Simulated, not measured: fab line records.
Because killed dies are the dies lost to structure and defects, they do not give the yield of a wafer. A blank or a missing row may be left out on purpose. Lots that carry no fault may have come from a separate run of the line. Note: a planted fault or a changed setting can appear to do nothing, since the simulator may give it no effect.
Which tool is to blame? | flow n5-finfet | 8 lots with 23 wafers sampled at 6 steps, on a route of 1938 steps

WHAT THE GAUGES READ, wafer by wafer
N5_BEOL_M3_INSPECT_30: inspects for defects (brightfield). Usual: raw-defect-count at 421, with a standard deviation of 96.
lot  | measured     | on                | raw-defect-count | flag
L678 | day 6 23:09  | defect-inspect-02 | 399 494 349      |
L680 | day 8 10:11  | defect-inspect-02 | 577 377 577      |
L683 | day 8 13:34  | defect-inspect-02 | 483 396 484      |
L685 | day 9 01:05  | defect-inspect-02 | 408 407 554      |
L690 | day 10 14:16 | defect-inspect-02 | 509 450 1404     | OFF
L695 | day 11 13:23 | defect-inspect-02 | 432 301 423      |
L696 | day 11 19:37 | defect-inspect-01 | 290 386 311      |
L700 | day 12 20:01 | defect-inspect-01 | 361 409          |

N5_BEOL_M4_RC_MEAS_101. Usual: DIBL_N 35.7 mV/V, standard deviation 1.5; DIBL_P 35.7 mV/V, standard deviation 2; IOFF_N 0.155 nA/um, standard deviation 0.026; IOFF_P 0.20 nA/um, standard deviation 0.031; ION_N 675 uA/um, standard deviation 11; ION_P 462 uA/um, standard deviation 7.1; SS_N 71.3 mV/dec, standard deviation 0.57; SS_P 73.1 mV/dec, standard deviation 0.56; VT_N 250 mV, standard deviation 3; VT_P -251 mV, standard deviation 3.
lot  | measured     | on        | DIBL_N (mV/V)  | DIBL_P (mV/V)  | IOFF_N (nA/um)    | IOFF_P (nA/um) | ION_N (uA/um) | ION_P (uA/um) | SS_N (mV/dec)  | SS_P (mV/dec)  | VT_N (mV)   | VT_P (mV)      | flag
L678 | day 8 07:52  | prober-02 | 36.7 37.2 35.3 | 36.3 36.8 34.4 | 0.153 0.171 0.142 | 0.21 0.23 0.18 | 667 673 666   | 459 459 461   | 71.6 71.7 71.2 | 72.7 73.6 72.6 | 251 250 252 | -252 -249 -251 |
L680 | day 9 02:08  | prober-02 | 34.0 36.0 33.7 | 33.8 37.2 33.5 | 0.141 0.186 0.142 | 0.19 0.26 0.19 | 683 685 678   | 462 468 465   | 71.2 71.9 70.4 | 72.1 73.3 72.3 | 250 245 249 | -250 -246 -250 |
L683 | day 9 06:25  | prober-01 | 32.8 30.9 34.8 | 32.8 30.8 34.6 | 0.124 0.101 0.152 | 0.17 0.14 0.19 | 669 638 676   | 460 444 460   | 71.5 69.9 71.7 | 72.4 71.8 72.7 | 251 256 247 | -251 -255 -252 |
L685 | day 10 01:29 | prober-01 | 34.3 31.8 32.5 | 34.2 31.0 31.7 | 0.123 0.089 0.099 | 0.16 0.13 0.13 | 676 667 658   | 456 460 453   | 71.0 70.7 70.8 | 73.0 72.3 71.9 | 253 259 257 | -253 -258 -258 |
L690 | day 11 12:53 | prober-01 | 35.4 34.8 34.9 | 35.9 35.0 34.9 | 0.176 0.153 0.155 | 0.23 0.21 0.21 | 693 682 678   | 478 471 470   | 71.7 70.9 70.7 | 73.7 73.1 73.3 | 246 249 248 | -247 -248 -250 |
L695 | day 12 03:52 | prober-01 | 35.5 37.5 35.3 | 35.8 39.5 35.7 | 0.158 0.209 0.144 | 0.20 0.26 0.20 | 681 700 661   | 464 476 460   | 70.7 71.8 71.2 | 73.1 73.2 72.8 | 246 242 249 | -251 -247 -250 |
L696 | day 13 05:15 | prober-02 | 33.4 34.1 34.6 | 34.3 34.8 35.3 | 0.121 0.133 0.136 | 0.14 0.15 0.15 | 668 677 677   | 450 455 456   | 71.4 71.6 71.7 | 72.9 72.9 72.8 | 253 250 250 | -256 -257 -258 |
L700 | day 14 00:10 | prober-01 | 36.4 37.0      | 38.0 39.4      | 0.163 0.172       | 0.20 0.22      | 666 676       | 459 464       | 71.1 71.1      | 73.1 73.1      | 246 249     | -252 -251      |

TOOL THAT RAN EACH LOT (tool first, then ch and the chambers of the sampled wafers, then the start)
lot  | N5_BEOL_M3_DESCUM_16               | N5_BEOL_M3_ETCH_63                 | N5_BEOL_M3_ETCH_64                 | N5_BEOL_M3_STRIP_19
L678 | rie-diel-04 ch 0,2, day 6 22:19    | rie-diel-04 ch 0,2, day 6 22:22    | rie-diel-04 ch 0,2, day 6 22:23    | rie-diel-05 ch 1,3, day 6 22:40
L680 | rie-diel-04 ch 0,2,3, day 8 09:13  | rie-diel-04 ch 0,2,3, day 8 09:16  | rie-diel-04 ch 0,2,3, day 8 09:17  | rie-diel-05 ch 0,1,3, day 8 09:34
L683 | rie-diel-05 ch 0,1,2, day 8 12:44  | rie-diel-05 ch 0,1,2, day 8 12:47  | rie-diel-05 ch 0,1,2, day 8 12:49  | rie-diel-05 ch 0,1,3, day 8 13:05
L685 | rie-diel-04 ch 0,1,3, day 9 00:05  | rie-diel-04 ch 0,1,3, day 9 00:08  | rie-diel-04 ch 0,1,3, day 9 00:10  | rie-diel-04 ch 0,2, day 9 00:36
L690 | rie-diel-02 ch 0,1,3, day 10 13:10 | rie-diel-02 ch 0,1,3, day 10 13:13 | rie-diel-02 ch 0,1,3, day 10 13:15 | rie-diel-02 ch 1,2,3, day 10 13:39
L695 | rie-diel-04 ch 0,1, day 11 12:14   | rie-diel-04 ch 0,1, day 11 12:17   | rie-diel-04 ch 0,1, day 11 12:19   | rie-diel-04 ch 0,2, day 11 12:47
L696 | rie-diel-04 ch 0,1, day 11 18:38   | rie-diel-04 ch 0,1, day 11 18:41   | rie-diel-04 ch 0,1, day 11 18:43   | rie-diel-05 ch 1,2,3, day 11 19:01
L700 | rie-diel-02 ch 0,1, day 12 19:11   | rie-diel-02 ch 0,1, day 12 19:14   | rie-diel-02 ch 0,1, day 12 19:18   | rie-diel-05 ch 1,2, day 12 19:33
- N5_BEOL_M3_DESCUM_16: chemistry O2, time 7 s.
- N5_BEOL_M3_ETCH_63: etches SiARC in CF4, target depth 15.6 nm, time 26 s.
- N5_BEOL_M3_ETCH_64: etches SOC in N2/H2, target depth 75 nm, overetch 15 nm, time 112.5 s.
- N5_BEOL_M3_STRIP_19: strips in O2.

AS READ BY THE TOOLS THEMSELVES (means over the sampled wafers that have a number; for cases with no such wafer, the mark the record gives instead)
N5_BEOL_M3_DESCUM_16. Usual: drypump-motor-current-A 5.7 A, standard deviation 0.41; oes-product-au 0.83 a.u., standard deviation 0.081; rf-vpp-V 243.6 V, standard deviation 1.1; showerhead-plenum-p-Torr 2.11 Torr, standard deviation 0.048; throttle-valve-pct 20.35 %, standard deviation 0.19.
lot  | tool        | drypump-motor-current-A (A) | oes-product-au (a.u.) | rf-vpp-V (V) | showerhead-plenum-p-Torr (Torr) | throttle-valve-pct (%) | flag
L678 | rie-diel-04 | 6.2                         | 0.85                  | 243.2        | 2.13                            | 20.46                  |
L680 | rie-diel-04 | 6.0                         | 0.84                  | 244.0        | 2.12                            | 20.41                  |
L683 | rie-diel-05 | 5.8                         | 0.79                  | 243.7        | 2.14                            | 20.51                  |
L685 | rie-diel-04 | 5.7                         | 0.86                  | 242.1        | 2.09                            | 20.29                  |
L690 | rie-diel-02 | 5.2                         | 0.87                  | 244.9        | 2.17                            | 20.23                  |
L695 | rie-diel-04 | 5.5                         | 0.84                  | 243.6        | 2.06                            | 20.25                  |
L696 | rie-diel-04 | 5.7                         | 0.80                  | 242.8        | 2.08                            | 20.35                  |
L700 | rie-diel-02 | 5.1                         | 0.91                  | 244.6        | 2.17                            | 20.05                  |

N5_BEOL_M3_ETCH_63. Usual: drypump-motor-current-A is 5.7 A with standard deviation 0.41, etch-rf-on-time-s is 26.1 s with standard deviation 0.53, mfc-ar-sccm is 99.98 sccm with standard deviation 0.28, oes-product-au is 0.71 a.u. with standard deviation 0.068, rf-vpp-V is 184.2 V with standard deviation 0.99, showerhead-plenum-p-Torr is 2.17 Torr with standard deviation 0.051, and throttle-valve-pct is 15.53 % with standard deviation 0.2.
lot  | tool        | drypump-motor-current-A (A) | etch-rf-on-time-s (s) | mfc-ar-sccm (sccm) | oes-product-au (a.u.) | rf-vpp-V (V) | showerhead-plenum-p-Torr (Torr) | throttle-valve-pct (%) | flag
L678 | rie-diel-04 | 6.2                         | 25.3                  | 99.82              | 0.74                  | 184.9        | 2.17                            | 15.56                  |
L680 | rie-diel-04 | 6.0                         | 26.0                  | 100.03             | 0.72                  | 184.2        | 2.17                            | 15.58                  |
L683 | rie-diel-05 | 5.8                         | 26.0                  | 100.04             | 0.68                  | 184.3        | 2.18                            | 15.63                  |
L685 | rie-diel-04 | 5.7                         | 26.0                  | 99.94              | 0.73                  | 183.8        | 2.14                            | 15.46                  |
L690 | rie-diel-02 | 5.2                         | 26.7                  | 99.92              | 0.73                  | 184.9        | 2.23                            | 15.45                  |
L695 | rie-diel-04 | 5.6                         | 25.6                  | 99.95              | 0.72                  | 184.1        | 2.10                            | 15.37                  |
L696 | rie-diel-04 | 5.7                         | 25.6                  | 100.13             | 0.68                  | 183.7        | 2.11                            | 15.42                  |
L700 | rie-diel-02 | 5.2                         | 26.4                  | 100.15             | 0.76                  | 185.6        | 2.23                            | 15.28                  |

N5_BEOL_M3_ETCH_64. Usual: drypump-motor-current-A 5.7 A, standard deviation 0.41; oes-product-au 0.66 a.u., standard deviation 0.061; rf-vpp-V 524.8 V, standard deviation 1.9; showerhead-plenum-p-Torr 2.57 Torr, standard deviation 0.069; throttle-valve-pct 17.78 %, standard deviation 0.24.
lot  | tool        | drypump-motor-current-A (A) | oes-product-au (a.u.) | rf-vpp-V (V) | showerhead-plenum-p-Torr (Torr) | throttle-valve-pct (%) | flag
L678 | rie-diel-04 | 6.2                         | 0.67                  | 524.7        | 2.58                            | 17.85                  |
L680 | rie-diel-04 | 6.0                         | 0.66                  | 525.7        | 2.58                            | 17.86                  |
L683 | rie-diel-05 | 5.8                         | 0.64                  | 525.1        | 2.59                            | 17.84                  |
L685 | rie-diel-04 | 5.6                         | 0.68                  | 524.7        | 2.54                            | 17.74                  |
L690 | rie-diel-02 | 5.2                         | 0.69                  | 526.9        | 2.66                            | 17.75                  |
L695 | rie-diel-04 | 5.5                         | 0.66                  | 522.5        | 2.50                            | 17.68                  |
L696 | rie-diel-04 | 5.7                         | 0.63                  | 522.9        | 2.51                            | 17.65                  |
L700 | rie-diel-02 | 5.2                         | 0.71                  | 527.0        | 2.66                            | 17.58                  |

N5_BEOL_M3_STRIP_19. Usual: drypump-motor-current-A 5.6 A, standard deviation 0.36; oes-product-au 0.83 a.u., standard deviation 0.085; rf-vpp-V 3.7 V, standard deviation 0.54; showerhead-plenum-p-Torr 2.12 Torr, standard deviation 0.045; throttle-valve-pct 16.63 %, standard deviation 0.19.
lot  | tool        | drypump-motor-current-A (A) | oes-product-au (a.u.) | rf-vpp-V (V) | showerhead-plenum-p-Torr (Torr) | throttle-valve-pct (%) | flag
L678 | rie-diel-05 | 5.6                         | 0.82                  | 3.3          | 2.10                            | 16.62                  |
L680 | rie-diel-05 | 5.8                         | 0.80                  | 3.8          | 2.12                            | 16.70                  |
L683 | rie-diel-05 | 5.8                         | 0.79                  | 3.5          | 2.12                            | 16.69                  |
L685 | rie-diel-04 | 6.1                         | 0.80                  | 3.2          | 2.13                            | 16.67                  |
L690 | rie-diel-02 | 5.2                         | 0.80                  | 3.9          | 2.14                            | 16.59                  |
L695 | rie-diel-04 | 6.1                         | 0.78                  | 3.3          | 2.12                            | 16.70                  |
L696 | rie-diel-05 | 5.6                         | 0.82                  | 3.2          | 2.11                            | 16.65                  |
L700 | rie-diel-05 | 5.5                         | 0.79                  | 3.0          | 2.12                            | 16.74                  |

THE ANSWER, worked out from the rows above alone
Rule: a lot counts as off when the mean over its wafers that have a number is more than 3 standard deviations away from the usual mean. Also off: a lot with no number at a reading for which 4 or more lots have one. Where the step has rows for the other lots, those lots are counted as sound. Order of review: gauges by route order, followed by the tools' own readings, for which a lot's mean as printed above is used. At the first step where some lot is off, the reading lying furthest off is the one used; lots without a number count as furthest.
Off at N5_BEOL_M3_INSPECT_30 (raw-defect-count): L690.
A tool fits if, at a process step before that reading, it ran every lot that is off, and no sound lot after the first of them. Those tools and the gauges at N5_BEOL_M3_INSPECT_30 are tried in the same way. One candidate fits, namely rie-diel-02 at N5_BEOL_M3_STRIP_19. It ran no sound lot before its first lot that is off in this sample, so the start can't be narrowed down.

WHAT THE SIMULATOR HAD INSERTED
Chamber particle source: rie-diel-02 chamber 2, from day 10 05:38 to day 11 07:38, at N5_BEOL_M3_STRIP_19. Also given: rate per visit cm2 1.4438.
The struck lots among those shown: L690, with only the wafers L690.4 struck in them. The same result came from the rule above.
